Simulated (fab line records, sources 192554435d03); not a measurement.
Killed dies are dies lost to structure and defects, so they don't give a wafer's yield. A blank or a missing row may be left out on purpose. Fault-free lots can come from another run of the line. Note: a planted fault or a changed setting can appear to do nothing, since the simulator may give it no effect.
fab line records ; flow n5_finfet ; part 1 of 2: steps 1 to 4 of 6
[record] lots = 19; wafers = 57; last_day = 19
route steps=1938 shown FIN_SAQP@152 FIN_CUT@168 STI_FIN_REVEAL@208
lots that met no fault: taken from a fault-free run of the same line
start_h: hours from the record's opening day to when the first of the lot's shown wafers began ; wait_h: time in hours since the lot's previous step ; " identical to the entry in the row above ; L1.1+2: a row that stands for several wafers ; - either no value or no given start ; * or withheld: withheld ; < > ~ a bound
route shown NAME@n: NAME is a module with steps in the file, n the number in the route of the first one ; usual: mean/standard deviation taken from wafers without a fault ; same: alike in all rows ; chamber/n: place in a boat ; sites: each site's reading ; _std_site: standard deviation of those values ; _edge_site: outer sites' mean less inner sites' ; radius_mm: how far each site lies from the wafer's centre ; mask NAME#n: copy n ; behind: the tool/chamber that last shaped the wafer ; hold: cause of the lot's hold/its duration in hours/its outcome ; device: the n, p or np transistor that did not switch ; end of line: tests run on the same wafers once the route is complete ; a step given without rows: its recipe and nothing more ; killed: the dies lost at the first sort to structure and to defects; this is not the yield of the wafer ; map: shows each die of a wafer: x if killed, . if not, _ if none is there
set.NAME: the setting as run; set.NAME@STEP: as run at that earlier step ; model.NAME: the simulator's own value behind a step, which no gauge read
steps of the route over a sample of lots; a table a step, a row a wafer
services: a tool's chamber out of use, with start hour (start_h, from the record's first day; less than 0 if before it), hours out, and reason
[[steps]]
[step N5_FIN_SAQP_OCD_MEAS_76]
[usual] trench_depth_nm = 119.2/2.3
lot.wafer;tool;chamber;start_h;wait_h;trench_depth_nm
L075.1;ocd-01;-;34.92;0.0;121.2
L075.4;ocd-01;-;34.92;0.0;122.7
L075.6;ocd-01;-;34.92;0.0;119.9
L076.2;ocd-01;-;41.63;0.0;120.4
L076.3;ocd-01;-;41.63;0.0;119.0
L076.6;ocd-01;-;41.63;0.0;122.0
L077.2;ocd-01;-;45.07;0.0;118.0
L077.3;ocd-01;-;45.07;0.0;118.6
L077.4;ocd-01;-;45.07;0.0;121.8
L078.1;ocd-01;-;52.71;0.0;118.4
L078.3;ocd-01;-;52.71;0.0;118.3
L078.6;ocd-01;-;52.71;0.0;117.1
L079.2;ocd-01;-;57.10;0.0;119.4
L079.3;ocd-01;-;57.10;0.0;118.2
L079.5;ocd-01;-;57.10;0.0;122.2
L080.1;ocd-01;-;62.85;0.0;123.5
L080.3;ocd-01;-;62.85;0.0;121.0
L080.4;ocd-01;-;62.85;0.0;120.2
L081.1;ocd-01;-;68.60;0.0;123.0
L081.4;ocd-01;-;68.60;0.0;119.5
L081.6;ocd-01;-;68.60;0.0;119.9
L083.1;ocd-02;-;81.28;0.0;115.8
L083.2;ocd-02;-;81.28;0.0;119.1
L083.3;ocd-02;-;81.28;0.0;117.4
L084.3;ocd-01;-;91.76;0.0;121.8
L084.4;ocd-01;-;91.76;0.0;120.2
L084.6;ocd-01;-;91.76;0.0;122.5
L085.3;ocd-02;-;94.63;0.0;123.0
L085.5;ocd-02;-;94.63;0.0;120.1
L085.6;ocd-02;-;94.63;0.0;118.3
L086.1;ocd-01;-;100.82;0.0;119.4
L086.4;ocd-01;-;100.82;0.0;114.5
L086.5;ocd-01;-;100.82;0.0;117.1
L087.1;ocd-01;-;105.56;0.0;122.7
L087.4;ocd-01;-;105.56;0.0;118.4
L087.5;ocd-01;-;105.56;0.0;119.1
L088.3;ocd-02;-;110.83;0.0;121.5
L088.5;ocd-02;-;110.83;0.0;115.1
L088.6;ocd-02;-;110.83;0.0;117.0
L090.1;ocd-02;-;121.79;0.0;117.3
L090.3;ocd-02;-;121.79;0.0;120.8
L090.6;ocd-02;-;121.79;0.0;116.1
L091.1;ocd-02;-;128.77;0.0;121.0
L091.4;ocd-02;-;128.77;0.0;116.1
L091.6;ocd-02;-;128.77;0.0;117.4
L092.2;ocd-01;-;134.87;0.0;117.6
L092.3;ocd-01;-;134.87;0.0;121.7
L092.6;ocd-01;-;134.87;0.0;116.7
L093.1;ocd-01;-;142.62;0.0;120.7
L093.3;ocd-01;-;142.62;0.0;120.1
L093.5;ocd-01;-;142.62;0.0;120.3
L094.3;ocd-01;-;145.98;0.0;117.3
L094.5;ocd-01;-;145.98;0.0;116.7
L094.6;ocd-01;-;145.98;0.0;115.5
L096.3;ocd-01;-;157.76;0.0;116.7
L096.4;ocd-01;-;157.76;0.0;114.5
L096.5;ocd-01;-;157.76;0.0;116.7
[step N5_FIN_CUT_ETCH_20]
[recipe] chemistry = CF4; target = SiARC; target_depth_a = 260; mask_material = CAR-EUV; time_s = 43.3; ion_energy_ev = 80; pressure_mtorr = 40; source_w = 545; bias_w = 36; Ar_flow_sccm = 100; cf4_flow_sccm = 100; ends = cleared
[usual] bias_w = 36.01/0.11; drypump_motor_current_A = 5.9/0.34; etch_rf_on_time_s = 43.6/0.95; oes_product_au = 0.66/0.077; rf_vpp_V = 184.3/1.1; showerhead_plenum_p_Torr = 2.17/0.069; throttle_valve_pct = 15.74/0.19
lot.wafer;tool;chamber;start_h;wait_h;bias_w;drypump_motor_current_A;etch_rf_on_time_s;oes_product_au;rf_hours_counter_h;rf_vpp_V;showerhead_plenum_p_Torr;throttle_valve_pct
L075.1;rie_diel-01;1;36.21;0.0;35.99;5.8;42.8;0.61;208;186.2;2.22;16.01
L075.4;rie_diel-01;2;36.21;0.0;35.90;5.8;43.1;0.62;215;182.5;2.03;15.81
L075.6;rie_diel-01;2;36.21;0.0;36.03;5.8;42.6;0.62;-;183.4;2.03;15.82
L076.2;rie_diel-01;1;42.54;0.0;36.09;5.8;42.4;0.62;211;185.0;2.21;16.02
L076.3;rie_diel-01;3;42.54;0.0;36.02;5.8;42.8;0.79;21;183.0;2.19;15.59
L076.6;rie_diel-01;0;42.54;0.0;36.00;6.3;43.4;0.79;-;186.2;2.19;15.72
L077.2;rie_diel-05;1;45.71;0.0;35.89;6.0;42.7;0.68;103;184.4;2.15;15.58
L077.3;rie_diel-05;3;45.71;0.0;36.04;5.7;42.7;0.61;203;184.2;2.20;15.84
L077.4;rie_diel-05;2;45.71;0.0;35.94;5.0;42.1;0.66;136;184.5;2.07;15.45
L078.1;rie_diel-05;2;53.23;0.0;36.14;5.0;42.8;0.67;138;183.5;2.07;15.48
L078.3;rie_diel-05;1;53.23;0.0;36.21;6.0;43.1;0.67;106;183.5;2.15;15.58
L078.6;rie_diel-05;3;53.23;0.0;36.06;5.8;43.6;0.61;-;184.5;2.20;15.86
L079.2;rie_diel-02;3;57.74;0.0;35.87;6.2;42.2;0.59;250;182.5;2.02;15.84
L079.3;rie_diel-02;0;57.74;0.0;36.09;5.5;45.1;0.65;130;185.5;2.23;15.95
L079.5;rie_diel-02;3;57.74;0.0;35.83;6.2;42.2;0.59;-;181.8;2.02;15.82
L080.1;rie_diel-02;1;63.48;0.0;36.05;5.7;44.4;0.58;234;185.2;2.21;15.78
L080.3;rie_diel-02;2;63.48;0.0;35.92;6.2;44.9;0.59;185;184.3;2.13;15.54
L080.4;rie_diel-02;2;63.48;0.0;35.91;6.2;44.6;0.59;-;182.7;2.13;15.55
L081.1;rie_diel-02;2;69.32;0.0;35.85;6.2;45.3;0.59;187;183.9;2.13;15.55
L081.4;rie_diel-02;1;69.32;0.0;36.32;5.7;44.9;0.57;-;185.4;2.21;15.77
L081.6;rie_diel-02;0;69.32;0.0;35.81;5.5;45.3;0.65;-;184.6;2.23;15.95
L083.1;rie_diel-01;2;81.92;0.0;35.95;5.8;43.3;0.60;229;182.7;2.02;15.84
L083.2;rie_diel-01;0;81.92;0.0;35.73;6.3;43.3;0.77;24;183.9;2.19;15.74
L083.3;rie_diel-01;1;81.92;0.0;36.03;5.8;42.9;0.61;223;184.3;2.21;16.01
L084.3;rie_diel-05;1;92.40;0.0;35.94;6.0;42.9;0.68;114;184.5;2.15;15.60
L084.4;rie_diel-05;2;92.40;0.0;36.00;5.0;42.9;0.66;147;181.9;2.07;15.50
L084.6;rie_diel-05;0;92.40;0.0;35.96;6.1;44.5;0.60;-;184.1;2.23;15.83
L085.3;rie_diel-05;1;95.27;0.0;35.91;6.0;43.3;0.67;115;183.4;2.15;15.59
L085.5;rie_diel-05;1;95.27;0.0;36.10;6.0;43.0;0.67;-;184.3;2.15;15.58
L085.6;rie_diel-05;0;95.27;0.0;36.25;6.1;44.4;0.60;-;184.9;2.23;15.81
L086.1;rie_diel-02;2;101.49;0.0;36.17;6.2;44.8;0.59;194;183.3;2.13;15.57
L086.4;rie_diel-02;3;101.49;0.0;36.10;6.2;42.1;0.84;5;185.2;2.27;15.35
L086.5;rie_diel-02;2;101.49;0.0;35.98;6.2;45.1;0.59;-;183.6;2.13;15.56
L087.1;rie_diel-05;2;106.07;0.0;36.01;5.0;42.5;0.66;151;184.0;2.07;15.50
L087.4;rie_diel-05;1;106.07;0.0;35.88;6.0;43.6;0.67;118;183.0;2.15;15.61
L087.5;rie_diel-05;1;106.07;0.0;35.95;6.0;43.9;0.66;-;182.9;2.15;15.60
L088.3;rie_diel-01;0;111.46;0.0;35.81;6.3;43.2;0.76;31;185.0;2.19;15.75
L088.5;rie_diel-01;1;111.46;0.0;36.00;5.8;42.5;0.61;-;184.5;2.21;16.03
L088.6;rie_diel-01;0;111.46;0.0;35.87;6.3;42.9;0.76;-;183.5;2.19;15.75
L090.1;rie_diel-02;0;122.31;0.0;36.20;5.5;44.6;0.65;145;185.2;2.22;15.97
L090.3;rie_diel-02;1;122.31;0.0;35.96;5.7;45.2;0.56;246;186.0;2.20;15.79
L090.6;rie_diel-02;1;122.31;0.0;36.07;5.7;44.8;0.56;-;183.8;2.21;15.81
L091.1;rie_diel-01;3;129.28;0.0;36.08;5.8;43.1;0.76;40;183.3;2.18;15.63
L091.4;rie_diel-01;1;129.28;0.0;36.11;5.8;42.6;0.60;233;185.3;2.21;16.06
L091.6;rie_diel-01;1;129.28;0.0;36.10;5.8;43.0;0.60;-;185.6;2.21;16.04
L092.2;rie_diel-02;2;135.50;0.0;36.09;6.2;44.4;0.59;201;184.8;2.13;15.59
L092.3;rie_diel-02;1;135.50;0.0;36.09;5.7;44.4;0.57;249;184.7;2.20;15.80
L092.6;rie_diel-02;0;135.50;0.0;36.00;5.5;44.4;0.65;-;184.6;2.22;15.97
L093.1;rie_diel-02;0;143.34;0.0;35.95;5.5;44.7;0.64;151;185.6;2.22;16.00
L093.3;rie_diel-02;2;143.34;0.0;35.95;6.2;44.4;0.59;203;183.2;2.13;15.59
L093.5;rie_diel-02;2;143.34;0.0;36.12;6.2;44.4;0.59;-;184.1;2.13;15.58
L094.3;rie_diel-01;2;146.48;0.0;36.01;5.8;43.8;0.60;244;181.0;2.02;15.88
L094.5;rie_diel-01;2;146.48;0.0;36.11;5.9;43.7;0.59;-;183.6;2.02;15.87
L094.6;rie_diel-01;1;146.48;0.0;35.83;5.8;43.0;0.60;-;184.0;2.21;16.04
L096.3;rie_diel-01;3;158.27;0.0;35.97;5.8;43.4;0.75;46;184.7;2.18;15.62
L096.4;rie_diel-01;0;158.27;0.0;36.11;6.3;43.7;0.74;43;185.7;2.18;15.78
L096.5;rie_diel-01;0;158.27;0.0;36.03;6.3;43.4;0.74;-;185.1;2.18;15.79
[step N5_FIN_CUT_STRIP_24]
[recipe] chemistry = CF4; resist = SiARC; power_w = 300; bias_power_w = 75; pressure_mtorr = 50; cf4_flow_sccm = 150; rf_frequency_hz = 6e+07
[usual] drypump_motor_current_A = 5.9/0.34; oes_product_au = 0.76/0.084; power_w = 300.0/0.92; rf_vpp_V = 271.7/1.5; showerhead_plenum_p_Torr = 1.82/0.057; throttle_valve_pct = 13.73/0.2
lot.wafer;tool;chamber;start_h;wait_h;drypump_motor_current_A;oes_product_au;power_w;rf_hours_counter_h;rf_vpp_V;showerhead_plenum_p_Torr;throttle_valve_pct
L075.1;rie_diel-01;1;36.58;0.0;5.8;0.71;299.4;208;272.7;1.85;13.93
L075.4;rie_diel-01;2;36.58;0.0;5.8;0.71;300.0;215;268.5;1.71;13.86
L075.6;rie_diel-01;2;36.58;0.0;5.8;0.71;301.4;-;268.5;1.71;13.84
L076.2;rie_diel-01;1;42.90;0.0;5.8;0.70;300.5;211;272.3;1.85;13.96
L076.3;rie_diel-01;3;42.90;0.0;5.8;0.91;298.5;21;271.8;1.84;13.51
L076.6;rie_diel-01;0;42.90;0.0;6.4;0.92;300.4;-;272.7;1.84;13.63
L077.2;rie_diel-05;1;46.07;0.0;6.0;0.79;299.2;104;270.6;1.81;13.58
L077.3;rie_diel-05;3;46.07;0.0;5.8;0.71;299.7;204;272.4;1.85;13.85
L077.4;rie_diel-05;2;46.07;0.0;5.0;0.77;299.4;136;269.1;1.73;13.41
L078.1;rie_diel-05;2;53.59;0.0;5.0;0.76;298.7;138;269.7;1.73;13.44
L078.3;rie_diel-05;1;53.59;0.0;6.0;0.78;300.2;106;271.4;1.81;13.56
L078.6;rie_diel-05;3;53.59;0.0;5.8;0.70;299.4;-;272.3;1.85;13.85
L079.2;rie_diel-02;3;58.10;0.0;6.3;0.67;300.9;250;270.1;1.69;13.85
L079.3;rie_diel-02;0;58.10;0.0;5.5;0.78;299.3;130;273.2;1.87;13.93
L079.5;rie_diel-02;3;58.10;0.0;6.3;0.67;301.0;-;269.6;1.69;13.85
L080.1;rie_diel-02;1;63.85;0.0;5.7;0.68;297.3;234;272.7;1.85;13.76
L080.3;rie_diel-02;2;63.85;0.0;6.2;0.70;300.5;185;272.0;1.80;13.58
L080.4;rie_diel-02;2;63.85;0.0;6.2;0.71;299.1;-;270.2;1.80;13.59
L081.1;rie_diel-02;2;69.69;0.0;6.2;0.70;299.7;187;270.0;1.79;13.58
L081.4;rie_diel-02;1;69.69;0.0;5.7;0.67;301.1;-;272.6;1.85;13.75
L081.6;rie_diel-02;0;69.69;0.0;5.5;0.77;298.9;-;273.1;1.87;13.94
L083.1;rie_diel-01;2;82.28;0.0;5.8;0.70;299.1;230;269.5;1.70;13.88
L083.2;rie_diel-01;0;82.28;0.0;6.3;0.89;300.5;24;272.5;1.83;13.66
L083.3;rie_diel-01;1;82.28;0.0;5.8;0.70;300.9;224;272.3;1.85;13.97
L084.3;rie_diel-05;1;92.76;0.0;6.0;0.78;301.5;114;271.5;1.81;13.60
L084.4;rie_diel-05;2;92.76;0.0;5.0;0.75;300.4;147;269.7;1.73;13.45
L084.6;rie_diel-05;0;92.76;0.0;6.1;0.71;299.5;-;272.5;1.87;13.82
L085.3;rie_diel-05;1;95.63;0.0;6.0;0.77;301.3;115;271.5;1.81;13.61
L085.5;rie_diel-05;1;95.63;0.0;6.0;0.78;299.5;-;271.1;1.81;13.61
L085.6;rie_diel-05;0;95.63;0.0;6.1;0.71;300.2;-;273.9;1.87;13.82
L086.1;rie_diel-02;2;101.85;0.0;6.1;0.70;300.5;194;271.8;1.79;13.62
L086.4;rie_diel-02;3;101.85;0.0;6.2;0.95;300.0;5;274.5;1.90;13.29
L086.5;rie_diel-02;2;101.85;0.0;6.1;0.70;300.7;-;270.6;1.79;13.60
L087.1;rie_diel-05;2;106.43;0.0;5.0;0.76;299.9;151;269.6;1.72;13.48
L087.4;rie_diel-05;1;106.43;0.0;6.0;0.78;300.1;118;272.1;1.81;13.61
L087.5;rie_diel-05;1;106.43;0.0;6.0;0.77;300.1;-;272.7;1.81;13.60
L088.3;rie_diel-01;0;111.83;0.0;6.3;0.88;299.3;31;272.1;1.83;13.67
L088.5;rie_diel-01;1;111.83;0.0;5.8;0.70;299.5;-;272.7;1.84;14.00
L088.6;rie_diel-01;0;111.83;0.0;6.3;0.88;299.8;-;272.3;1.83;13.66
L090.1;rie_diel-02;0;122.67;0.0;5.5;0.76;300.7;145;273.1;1.87;13.95
L090.3;rie_diel-02;1;122.67;0.0;5.7;0.67;300.8;246;270.9;1.84;13.79
L090.6;rie_diel-02;1;122.67;0.0;5.7;0.67;301.0;-;271.6;1.84;13.80
L091.1;rie_diel-01;3;129.65;0.0;5.8;0.88;301.4;40;271.9;1.83;13.55
L091.4;rie_diel-01;1;129.65;0.0;5.8;0.69;299.7;234;271.6;1.84;14.01
L091.6;rie_diel-01;1;129.65;0.0;5.8;0.70;299.9;-;272.4;1.84;14.01
L092.2;rie_diel-02;2;135.87;0.0;6.2;0.69;299.7;201;269.9;1.79;13.61
L092.3;rie_diel-02;1;135.87;0.0;5.7;0.67;299.7;249;271.3;1.84;13.80
L092.6;rie_diel-02;0;135.87;0.0;5.5;0.75;301.2;-;273.6;1.87;13.97
L093.1;rie_diel-02;0;143.71;0.0;5.5;0.75;300.5;151;273.8;1.87;13.99
L093.3;rie_diel-02;2;143.71;0.0;6.1;0.69;299.0;203;271.9;1.79;13.61
L093.5;rie_diel-02;2;143.71;0.0;6.2;0.69;300.5;-;269.9;1.79;13.63
L094.3;rie_diel-01;2;146.85;0.0;5.8;0.69;300.2;244;269.4;1.70;13.93
L094.5;rie_diel-01;2;146.85;0.0;5.8;0.69;300.6;-;269.2;1.70;13.92
L094.6;rie_diel-01;1;146.85;0.0;5.8;0.69;299.1;-;270.4;1.84;14.02
L096.3;rie_diel-01;3;158.63;0.0;5.9;0.87;298.1;46;271.4;1.83;13.57
L096.4;rie_diel-01;0;158.63;0.0;6.3;0.86;299.2;43;271.3;1.83;13.71
L096.5;rie_diel-01;0;158.63;0.0;6.3;0.85;298.9;-;272.4;1.83;13.70
[step N5_FIN_CUT_CUT_ETCH_27]
[recipe] chemistry = CHF3/O2; target = SiO2; target_depth_a = 40; mask_material = SOC; overetch_a = 20; time_s = 4.9; pressure_mtorr = 30; source_w = 650; bias_w = 170; Ar_flow_sccm = 200; CHF3_flow_sccm = 50; O2_flow_sccm = 5; ion_energy_ev = 200
[usual] CHF3_flow_sccm = 49.99/0.14; O2_flow_sccm = 4.998/0.015; bias_w = 170.0/0.51; drypump_motor_current_A = 5.9/0.34; oes_o_777_au = 0.77/0.083; oes_product_au = 0.61/0.067; rf_vpp_V = 526/11; showerhead_plenum_p_Torr = 2.44/0.079; throttle_valve_pct = 18.94/0.19
lot.wafer;tool;chamber;start_h;wait_h;CHF3_flow_sccm;O2_flow_sccm;bias_w;drypump_motor_current_A;oes_o_777_au;oes_product_au;rf_hours_counter_h;rf_vpp_V;showerhead_plenum_p_Torr;throttle_valve_pct
L075.1;rie_diel-01;1;36.64;0.0;50.07;4.984;169.9;5.8;0.74;0.57;208;502;2.50;19.22
L075.4;rie_diel-01;2;36.64;0.0;49.81;5.013;170.8;5.8;0.73;0.57;215;518;2.27;18.95
L075.6;rie_diel-01;2;36.64;0.0;49.86;4.986;170.2;5.8;0.72;0.57;-;518;2.27;18.97
L076.2;rie_diel-01;1;42.97;0.0;50.10;4.989;170.7;5.8;0.74;0.57;211;503;2.49;19.24
L076.3;rie_diel-01;3;42.97;0.0;50.07;5.020;170.3;5.9;0.92;0.73;21;532;2.46;18.84
L076.6;rie_diel-01;0;42.97;0.0;50.13;5.012;170.2;6.3;0.91;0.74;-;540;2.47;18.99
L077.2;rie_diel-05;1;46.13;0.0;49.96;4.985;169.8;6.0;0.78;0.64;104;541;2.42;18.77
L077.3;rie_diel-05;3;46.13;0.0;49.86;5.005;169.9;5.8;0.71;0.56;204;531;2.48;19.03
L077.4;rie_diel-05;2;46.13;0.0;50.19;5.010;169.4;5.0;0.79;0.61;136;525;2.33;18.73
L078.1;rie_diel-05;2;53.65;0.0;49.82;4.987;169.4;5.0;0.79;0.60;138;526;2.33;18.71
L078.3;rie_diel-05;1;53.65;0.0;50.07;5.009;169.9;6.0;0.78;0.62;106;540;2.42;18.76
L078.6;rie_diel-05;3;53.65;0.0;50.05;5.031;169.8;5.8;0.71;0.57;-;533;2.48;19.03
L079.2;rie_diel-02;3;58.16;0.0;50.09;4.979;169.9;6.3;0.69;0.53;250;506;2.27;19.03
L079.3;rie_diel-02;0;58.16;0.0;49.80;4.997;169.7;5.5;0.77;0.62;130;529;2.50;19.14
L079.5;rie_diel-02;3;58.16;0.0;50.21;5.002;169.6;6.3;0.69;0.54;-;506;2.27;19.02
L080.1;rie_diel-02;1;63.91;0.0;50.03;5.019;170.1;5.7;0.67;0.54;234;531;2.48;18.93
L080.3;rie_diel-02;2;63.91;0.0;49.83;5.012;169.4;6.2;0.70;0.56;185;526;2.39;18.65
L080.4;rie_diel-02;2;63.91;0.0;49.87;5.008;170.5;6.2;0.70;0.56;-;528;2.39;18.66
L081.1;rie_diel-02;2;69.75;0.0;49.99;4.985;169.7;6.2;0.69;0.56;187;525;2.39;18.66
L081.4;rie_diel-02;1;69.75;0.0;50.09;4.993;170.5;5.7;0.68;0.54;-;529;2.48;18.95
L081.6;rie_diel-02;0;69.75;0.0;49.93;4.984;169.1;5.5;0.77;0.62;-;530;2.50;19.14
L083.1;rie_diel-01;2;82.35;0.0;50.01;5.000;169.7;5.8;0.71;0.57;230;519;2.27;18.98
L083.2;rie_diel-01;0;82.35;0.0;50.14;4.985;169.8;6.3;0.88;0.71;24;539;2.46;19.01
L083.3;rie_diel-01;1;82.35;0.0;49.80;5.021;169.8;5.8;0.73;0.56;224;502;2.49;19.24
L084.3;rie_diel-05;1;92.82;0.0;49.89;4.998;170.3;6.0;0.77;0.62;114;541;2.41;18.78
L084.4;rie_diel-05;2;92.82;0.0;50.11;4.999;170.7;5.0;0.78;0.61;147;525;2.33;18.75
L084.6;rie_diel-05;0;92.82;0.0;50.07;4.965;169.3;6.1;0.71;0.57;-;525;2.49;18.93
L085.3;rie_diel-05;1;95.69;0.0;49.98;5.028;170.7;6.0;0.77;0.62;115;539;2.41;18.80
L085.5;rie_diel-05;1;95.69;0.0;49.91;4.987;170.2;6.0;0.77;0.62;-;541;2.41;18.78
L085.6;rie_diel-05;0;95.69;0.0;49.87;4.994;169.5;6.1;0.71;0.57;-;528;2.49;18.92
L086.1;rie_diel-02;2;101.92;0.0;50.02;4.985;169.7;6.2;0.69;0.56;194;527;2.38;18.68
L086.4;rie_diel-02;3;101.92;0.0;50.20;5.014;170.3;6.3;0.98;0.77;5;515;2.55;18.63
L086.5;rie_diel-02;2;101.92;0.0;50.09;5.009;170.0;6.1;0.69;0.56;-;526;2.38;18.68
L087.1;rie_diel-05;2;106.50;0.0;50.03;4.990;170.6;5.0;0.77;0.60;151;527;2.33;18.76
L087.4;rie_diel-05;1;106.50;0.0;50.09;5.005;169.8;6.0;0.77;0.62;118;540;2.41;18.77
L087.5;rie_diel-05;1;106.50;0.0;50.02;4.977;169.4;6.0;0.77;0.62;-;541;2.41;18.79
L088.3;rie_diel-01;0;111.89;0.0;49.84;4.996;169.6;6.4;0.87;0.70;31;539;2.46;19.02
L088.5;rie_diel-01;1;111.89;0.0;50.02;4.995;170.4;5.8;0.73;0.55;-;501;2.49;19.27
L088.6;rie_diel-01;0;111.89;0.0;49.86;4.981;170.0;6.3;0.87;0.70;-;539;2.46;19.02
L090.1;rie_diel-02;0;122.73;0.0;49.97;4.992;170.8;5.5;0.76;0.61;145;529;2.49;19.18
L090.3;rie_diel-02;1;122.73;0.0;49.82;4.981;169.8;5.7;0.67;0.54;246;529;2.48;18.97
L090.6;rie_diel-02;1;122.73;0.0;49.85;5.009;169.5;5.7;0.67;0.53;-;530;2.48;18.96
L091.1;rie_diel-01;3;129.71;0.0;49.79;4.982;169.4;5.8;0.87;0.70;40;530;2.46;18.85
L091.4;rie_diel-01;1;129.71;0.0;49.99;5.024;169.4;5.8;0.72;0.56;234;501;2.49;19.29
L091.6;rie_diel-01;1;129.71;0.0;49.72;4.996;170.5;5.8;0.72;0.55;-;502;2.49;19.25
L092.2;rie_diel-02;2;135.93;0.0;50.26;5.013;170.7;6.2;0.69;0.55;201;527;2.38;18.67
L092.3;rie_diel-02;1;135.93;0.0;50.14;5.025;170.1;5.7;0.67;0.53;249;529;2.48;18.96
L092.6;rie_diel-02;0;135.93;0.0;50.10;5.002;169.6;5.5;0.74;0.61;-;529;2.49;19.17
L093.1;rie_diel-02;0;143.77;0.0;49.91;5.005;170.4;5.5;0.75;0.61;151;530;2.49;19.18
L093.3;rie_diel-02;2;143.77;0.0;50.20;4.994;169.4;6.2;0.69;0.54;203;525;2.38;18.67
L093.5;rie_diel-02;2;143.77;0.0;50.05;4.999;169.7;6.2;0.69;0.56;-;526;2.38;18.69
L094.3;rie_diel-01;2;146.91;0.0;49.81;5.012;170.5;5.8;0.70;0.55;244;518;2.26;18.99
L094.5;rie_diel-01;2;146.91;0.0;49.94;4.994;170.6;5.8;0.70;0.56;-;518;2.26;19.01
L094.6;rie_diel-01;1;146.91;0.0;50.07;5.015;170.8;5.8;0.71;0.55;-;503;2.48;19.28
L096.3;rie_diel-01;3;158.70;0.0;50.08;4.993;170.2;5.8;0.86;0.70;46;530;2.45;18.90
L096.4;rie_diel-01;0;158.70;0.0;50.04;4.997;170.1;6.3;0.85;0.69;43;542;2.46;19.03
L096.5;rie_diel-01;0;158.70;0.0;50.11;5.011;169.9;6.3;0.86;0.69;-;540;2.46;19.03
